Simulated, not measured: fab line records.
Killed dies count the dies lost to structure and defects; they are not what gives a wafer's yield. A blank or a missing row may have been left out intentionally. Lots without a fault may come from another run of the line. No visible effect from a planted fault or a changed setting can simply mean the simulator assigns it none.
Chamber matching ; flow n5 finfet ; N5_MOL_CONTACT_COAG_CO_FILL_22 on cvd co-02: 3 sister chambers
The step material Co, precursor CCTBA/H2, target thk 20 nm. 6 wafers are shown with their chamber, then 9 later ones without.

WAFERS, EACH WITH ITS CHAMBER
wafer;chamber;heater power w (W)
L963.5;0;232
L964.1;1;247
L964.6;0;231
L966.1;1;258
L966.2;2;217
L966.6;2;217

WAFERS MISSING THEIR CHAMBER
wafer;heater power w (W)
L968.3;250
L968.5;223
L968.6;250
L972.3;233
L972.5;260
L972.6;231
L973.2;260
L973.5;241
L973.6;249

WHICH CHAMBER EACH WENT THROUGH
wafer;from the rows above;in truth
L968.3;1;1
L968.5;can't be placed: 2 or 0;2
L968.6;1;1
L972.3;0;0
L972.5;1;1
L972.6;0;0
L973.2;1;1
L973.5;can't be placed: 0 or 1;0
L973.6;1;1
Correctly placed: 7 of 9. Cannot be placed on the basis of these rows: 2; the candidates contain the true chamber in 2. Number placed wrongly: 0.
How it was worked out, from the rows above alone: a wafer's distance from a chamber is the root of the sum, over the readings, of the square of ((its reading less the chamber's mean) divided by the reading's scatter). If the next closest chamber is less than 2 further off than the closest, the wafer can't be placed; otherwise it belongs to the closest. The mean given for a chamber averages the wafers shown for that chamber. How the scatter is found: for the shown wafers, subtract from each reading the mean of its chamber, square and add these, divide the total by (wafers less chambers), then take the root.
